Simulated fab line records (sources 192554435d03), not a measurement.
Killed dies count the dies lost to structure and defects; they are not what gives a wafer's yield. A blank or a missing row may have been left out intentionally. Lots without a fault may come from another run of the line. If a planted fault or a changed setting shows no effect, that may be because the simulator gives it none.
fab line records | flow n5Finfet
record: lots: 10 wafers: 28 lastDay: 18
route steps=1938 shown ILD0@345 SDB@365 BEOL_M4@1111
lots that met no fault: taken from a fault-free run of the same line
startH: hours from the record's first day to the start of the lot's first wafer shown | waitH: hours since the lot's step before | " identical to the entry in the row above | L1.1+2: several wafers, shown together as one row | - value missing, or start not given | * or withheld: withheld | < > ~ a bound
route shown NAME@n: a module of which the file shows steps, and the number in the route of the first | usual: mean/standard deviation taken from wafers without a fault | same: alike in all rows | chamber/n: place in a boat | sites: readings site by site | _std_site: the values' standard deviation | _edge_site: outer sites' mean less inner sites' | radiusMm: for every site, how far away it sits from the centre of the wafer | mask NAME#n: copy n | behind: tool/chamber where the wafer was last shaped | hold: reason for holding the lot/hours on hold/outcome of the hold | device: transistor that didn't switch, given as n, p or np | end of line: tests run on the same wafers once the route is complete | a step with no rows: only its recipe | killed: count of dies lost to structure and defects at first sort (not the wafer's yield) | map: dies across one wafer; x = killed, . = not, _ = none there
set.NAME: the setting that was run; set.NAME@STEP: the one run at that earlier step | model.NAME: the simulator's own value behind a step, which no gauge read
route steps across a sampled set of lots; one table per step, one row per wafer
services: the hour from which a tool's chamber was out of use, counted from the record's first day as startH (under 0 if before that day), plus the number of hours and why
== steps ==
step: N5_ILD0_THK_MEAS_13
usual: thkNm: 18.1/1.3
columns lot.wafer tool chamber startH waitH thkNm
L781.4 filmMetro-01 - 65.10 - 16.8
L781.5 " - " " 15.4
L781.6 " - " " 18.2
L783.2 filmMetro-02 - 77.96 - 18.5
L783.3 " - " " 18.6
L783.4 " - " " 20.8
L785.1 filmMetro-02 - 87.73 - 16.9
L785.2 " - " " 18.4
L785.4 " - " " 17.6
L786.1 filmMetro-02 - 97.92 - 19.5
L786.3 " - " " 20.0
L786.4 " - " " 17.1
L792.1 filmMetro-01 - 131.54 - 17.4
L792.5 " - " " 18.2
L793.1 filmMetro-01 - 139.29 - 16.5
L793.2 " - " " 17.3
L793.6 " - " " 16.2
L796.3 filmMetro-02 - 157.44 - 16.8
L796.5 " - " " 15.5
L796.6 " - " " 17.6
L798.2 filmMetro-01 - 168.04 - 20.3
L798.3 " - " " 17.3
L798.5 " - " " 19.0
L800.2 filmMetro-01 - 180.96 - 19.4
L800.6 " - " " 18.6
L803.1 filmMetro-01 - 196.24 - 17.0
L803.2 " - " " 19.1
L803.4 " - " " 18.4
step: N5_SDB_STRIP_22
recipe: chemistry: N2/H2 powerW: 1000 tempC: 250 h2Frac: 0.65 overashFraction: 0.3 pressureMtorr: withheld n2FlowSccm: 1750 h2FlowSccm: 3250
usual: drypumpMotorCurrentA: 5.89/0.14 heaterPowerW: 347/54 oesProductAu: 0.715/0.0049 stripTimeToEndpointS: 96.4/0.38
columns lot.wafer tool chamber startH waitH drypumpMotorCurrentA heaterPowerW oesProductAu rfHoursCounterH stripTimeToEndpointS
L781.4 plasmaAsher-02 1 65.92 0.1 5.95 394 0.709 - 96.1
L781.5 " 0 " " 5.71 314 0.722 - 96.1
L781.6 " 1 " " 5.97 402 0.714 - 96.2
L783.2 plasmaAsher-01 1 79.12 0.1 5.93 280 0.714 37 96.7
L783.3 " 1 " " 5.95 283 0.721 - 96.2
L783.4 " 0 " " 6.02 405 0.711 - 96.3
L785.1 plasmaAsher-02 0 88.67 0.1 5.61 312 0.711 89 97.0
L785.2 " 1 " " 5.93 392 0.718 89 96.9
L785.4 " 1 " " 5.92 394 0.721 - 97.5
L786.1 plasmaAsher-02 0 98.84 0.1 5.63 323 0.721 92 96.6
L786.3 " 0 " " 5.63 309 0.718 - 96.6
L786.4 " 1 " " 5.91 388 0.719 - 96.5
L792.1 plasmaAsher-01 0 132.53 0.1 6.01 402 0.712 47 96.1
L792.5 " 0 " " 6.03 411 0.713 - 96.4
L793.1 plasmaAsher-01 1 140.08 0.1 5.96 279 0.721 49 96.5
L793.2 " 0 " " 6.00 410 0.715 49 96.1
L793.6 " 0 " " 6.00 398 0.715 - 96.6
L796.3 plasmaAsher-02 1 158.26 0.1 5.95 393 0.716 - 96.2
L796.5 " 1 " " 5.93 401 0.717 - 95.8
L796.6 " 0 " " 5.62 313 0.714 - 96.1
L798.2 plasmaAsher-01 1 169.35 0.1 5.98 277 0.722 55 96.4
L798.3 " 0 " " 6.03 404 0.712 - 96.2
L798.5 " 1 " " 5.96 280 0.718 - 96.4
L800.2 plasmaAsher-01 1 181.78 0.1 5.96 276 0.712 57 96.1
L800.6 " 1 " " 5.96 277 0.709 - 96.1
L803.1 plasmaAsher-02 0 197.18 0.1 5.62 315 0.721 111 97.3
L803.2 " 1 " " 5.95 397 0.710 111 97.2
L803.4 " 0 " " 5.62 314 0.701 - 96.3
step: N5_SDB_ETCH_25
recipe: chemistry: C4F6/O2 target: SiO2 targetDepthA: 100 timeS: 3.3 ionEnergyEv: 250 maskMaterial: SiNx pressureMtorr: 30 sourceW: 345 biasW: 185 Ar_flow_sccm: 300 C4F6_flow_sccm: 10 O2_flow_sccm: 10
usual: drypumpMotorCurrentA: 5.6/0.53 oesProductAu: 0.76/0.087 rfVppV: 661/12 showerheadPlenumPTorr: 2.84/0.1 throttleValvePct: 21.14/0.21
columns lot.wafer tool chamber startH waitH drypumpMotorCurrentA oesProductAu rfHoursCounterH rfVppV showerheadPlenumPTorr throttleValvePct
L781.4 rieDiel-05 1 66.10 0.0 5.4 0.74 147 649 2.82 21.14
L781.5 " 1 " " 5.4 0.74 - 648 2.82 21.15
L781.6 " 0 " " 5.2 0.73 - 643 2.85 20.88
L783.2 rieDiel-03 1 79.34 0.0 5.4 0.69 242 657 2.81 21.12
L783.3 " 3 " " 6.5 0.81 87 655 2.75 21.31
L783.4 " 3 " " 6.5 0.81 - 656 2.75 21.31
L785.1 rieDiel-03 1 88.90 0.0 5.4 0.69 246 657 2.81 21.15
L785.2 " 0 " " 5.2 0.71 234 660 2.74 21.44
L785.4 " 1 " " 5.4 0.70 - 658 2.81 21.15
L786.1 rieDiel-01 0 99.36 0.3 6.0 0.71 179 682 2.93 21.07
L786.3 " 3 " " 5.8 0.66 239 675 2.80 21.12
L786.4 " 3 " " 5.7 0.67 - 674 2.80 21.10
L792.1 rieDiel-01 1 132.75 0.0 5.9 0.73 162 685 2.93 21.12
L792.5 " 1 " " 5.9 0.71 - 686 2.93 21.13
L793.1 rieDiel-01 2 140.30 0.0 5.5 0.99 1 660 3.03 20.74
L793.2 " 0 " " 6.0 0.71 195 680 2.92 21.08
L793.6 " 1 " " 5.9 0.74 - 685 2.93 21.13
L796.3 rieDiel-03 3 158.71 0.3 6.5 0.77 123 655 2.73 21.35
L796.5 " 3 " " 6.5 0.76 - 655 2.73 21.35
L796.6 " 0 " " 5.2 0.92 - 670 3.08 21.14
L798.2 rieDiel-03 3 169.71 0.2 6.4 0.97 127 656 2.73 21.54
L798.3 " 0 " " 5.2 1.15 10 670 3.07 21.32
L798.5 " 1 " " 5.4 0.89 - 657 2.80 20.75
L800.2 rieDiel-03 0 182.09 0.1 5.2 1.12 13 670 3.07 21.31
L800.6 " 0 " " 5.2 0.88 - 670 3.07 21.16
L803.1 rieDiel-03 3 197.40 0.0 6.5 0.76 138 657 2.73 21.39
L803.2 " 0 " " 5.2 1.09 20 669 3.07 21.31
L803.4 " 1 " " 5.4 0.86 - 657 2.80 20.76
step: N5_SDB_CMP_30
recipe: stopOn: poly-Si tOverpolishS: 1.54 postCmpClean: alkalineBrush downForcePsi: 4.1491 platenRpm: 51.796 padVelocityMS: 1.0306 targetThkNm: 30
usual: motorCurrentA: 12.4/1.2 overpolishRunS: 1.541/0.0082 timeToEndpointS: 17.7/3
columns lot.wafer tool chamber startH waitH motorCurrentA overpolishRunS timeToEndpointS
L781.4 cmp-01 1 69.33 1.6 13.2 1.540 15.6
L781.6 " 3 " " 12.7 1.547 19.5
L781.5 " 0 " " 11.3 1.551 13.7
L783.3 cmp-03 0 82.56 1.4 10.6 1.541 21.7
L783.4 " 1 " " 12.4 1.537 20.7
L783.2 " 2 " " 11.5 1.549 21.0
L785.2 cmp-04 2 92.59 1.4 13.9 1.549 21.8
L785.4 " 3 " " 14.2 1.545 26.5
L785.1 " 0 " " 12.6 1.541 25.3
L786.4 cmp-03 1 102.36 1.4 13.1 1.529 14.2
L786.1 " 2 " " 11.1 1.539 17.8
L786.3 " 0 " " 11.0 1.531 18.1
L792.1 cmp-03 0 136.09 1.6 11.5 1.534 19.7
L792.5 " 2 " " 10.8 1.548 17.2
L793.2 cmp-04 2 143.35 1.4 13.8 1.546 16.6
L793.1 " 0 " " 12.3 1.534 19.5
L793.6 " 3 " " 15.2 1.539 19.9
L796.3 cmp-03 2 161.75 1.4 11.3 1.537 18.0
L796.5 " 1 " " 12.8 1.539 15.5
L796.6 " 2 " " 11.3 1.553 13.5
L798.2 cmp-03 3 172.71 1.4 12.3 1.545 17.0
L798.3 " 2 " " 10.8 1.553 17.2
L798.5 " 3 " " 12.4 1.539 15.5
L800.2 cmp-03 3 185.53 1.4 12.0 1.541 17.2
L800.6 " 0 " " 10.9 1.547 19.6
L803.1 cmp-01 0 202.34 1.4 11.4 1.547 8.1
L803.4 " 1 " " 13.1 1.552 14.2
L803.2 " 2 " " 11.8 1.552 16.8
step: N5_BEOL_M4_RC_MEAS_101
usual: DIBL_N: 37.0/2.3 DIBL_P: 37.3/2.8 IOFF_N: 0.17/0.046 IOFF_P: 0.23/0.054 ION_N: 675/14 ION_P: 460/9.3 SS_N: 71.7/0.73 SS_P: 73.6/0.95 VT_N: 249/3.9 VT_P: -250/3.9
columns lot.wafer tool chamber startH waitH DIBL_N[mV/V] DIBL_P[mV/V] IOFF_N[nA/um] IOFF_P[nA/um] ION_N[uA/um] ION_P[uA/um] SS_N[mV/dec] SS_P[mV/dec] VT_N[mV] VT_P[mV]
L781.4 prober-02 0 167.30 0.5 40.3 40.9 0.23 0.31 680 471 72.2 74.8 243 -246
L781.5 " 0 " " 37.1 35.4 0.15 0.21 676 464 71.3 73.7 251 -251
L781.6 " 0 " " 43.8 44.8 0.36 0.42 712 478 73.7 76.2 240 -243
L783.2 prober-02 0 173.38 0.2 39.7 40.0 0.23 0.29 673 460 72.5 74.6 247 -249
L783.3 " 0 " " 36.8 37.0 0.16 0.21 670 462 71.8 74.2 250 -252
L783.4 " 0 " " 33.8 34.2 0.13 0.18 662 458 71.0 72.5 250 -252
L785.1 prober-01 0 193.90 0.0 36.7 38.7 0.17 0.26 681 475 70.8 74.1 248 -247
L785.2 " 0 " " 36.7 36.8 0.16 0.21 671 459 71.5 72.5 251 -251
L785.4 " 0 " " 36.5 38.3 0.16 0.25 679 473 71.2 73.6 251 -247
L786.1 prober-01 0 201.22 0.0 36.5 38.2 0.19 0.25 691 469 72.1 73.1 246 -247
L786.3 " 0 " " 34.8 36.0 0.14 0.21 653 455 71.9 71.4 251 -248
L786.4 " 0 " " 40.1 43.2 0.28 0.37 701 483 72.7 74.5 242 -242
L792.1 prober-01 0 235.41 0.0 37.4 35.9 0.17 0.19 670 458 71.4 73.9 247 -251
L792.5 " 0 " " 37.1 36.5 0.15 0.20 650 450 71.0 72.9 252 -251
L793.1 prober-02 0 248.20 0.0 32.2 32.4 0.11 0.18 655 460 70.1 72.2 256 -253
L793.2 " 0 " " 39.6 41.7 0.26 0.34 701 478 71.5 75.0 240 -244
L793.6 " 0 " " 37.6 38.2 0.19 0.26 678 465 72.0 73.4 247 -245
L796.3 prober-01 0 275.61 0.3 36.8 37.9 0.16 0.22 677 459 71.4 72.9 249 -250
L796.5 " 0 " " 39.9 41.1 0.19 0.27 679 466 72.4 74.2 248 -249
L796.6 " 0 " " 36.6 36.6 0.16 0.19 673 457 71.0 73.1 248 -252
L798.2 prober-02 0 286.35 0.2 33.5 30.7 0.10 0.13 640 440 71.0 72.3 257 -258
L798.3 " 0 " " 36.2 35.0 0.14 0.18 664 452 71.2 73.1 250 -254
L798.5 " 0 " " 37.3 35.0 0.16 0.18 666 448 72.1 73.3 250 -253
L800.2 prober-02 0 289.08 0.2 37.1 35.2 0.17 0.21 676 454 71.7 72.8 250 -253
L800.6 " 0 " " 35.3 33.1 0.13 0.18 677 466 70.6 73.1 252 -250
L803.1 prober-02 0 319.71 0.0 37.7 38.9 0.19 0.28 670 460 72.9 73.9 249 -247
L803.2 " 0 " " 40.0 40.9 0.24 0.30 696 474 73.1 74.6 244 -245
L803.4 " 0 " " 35.8 37.0 0.15 0.23 677 471 71.6 73.2 250 -248
== services ==
columns tool chamber startH hours kind
rieDiel-01 0 55.61 8.9 repair
rieDiel-03 2 62.77 34.7 repair
cmp-04 - 66.46 3.1 repair
rieDiel-05 - 71.97 0.2 repair
rieDiel-01 2 91.24 11.0 repair
rieDiel-05 1 93.44 4.1 repair
rieDiel-03 1 97.59 - clean
rieDiel-03 1 97.59 - consumableReplace:focusRing
rieDiel-03 1 97.59 16.3 scheduledDown
rieDiel-03 1 97.59 16.3 ventCycle
cmp-04 - 103.68 1.0 repair
rieDiel-03 0 123.05 - clean
rieDiel-03 0 123.05 - consumableReplace:focusRing
rieDiel-03 0 123.05 - consumableReplace:showerhead
rieDiel-03 0 123.05 20.3 scheduledDown
rieDiel-03 0 123.05 20.3 ventCycle
cmp-01 - 132.40 5.5 pm
cmp-04 - 140.01 3.1 pm
rieDiel-03 2 183.21 - clean
rieDiel-03 2 183.21 - consumableReplace:focusRing
rieDiel-03 2 183.21 17.9 scheduledDown
cmp-04 - 184.81 5.6 repair
cmp-03 - 190.45 4.0 pm
cmp-01 - 198.85 1.9 repair
== key ==
firstSign: step: N5_SDB_ETCH_25 reading: oesProductAu direction: up sigmas: 3.7 usual: 0.76 struck: 1.08
effect none on later readings
metAt N5_SDB_ETCH_25
struckLots L798,L800,L803
struckWafers L798.2,L798.3,L800.2,L803.2
notActingAt N5_ILD0_THK_MEAS_13,N5_SDB_STRIP_22,N5_SDB_CMP_30
onsetBetween 158.71 169.71
fault: kind: processParameterDrift tool: rieDiel-03 chamber: - onsetH: 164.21 steps: N5_SDB_ETCH_25 channel: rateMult offset: 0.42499 shape: step endH: 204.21 scope: struckWafersOnly
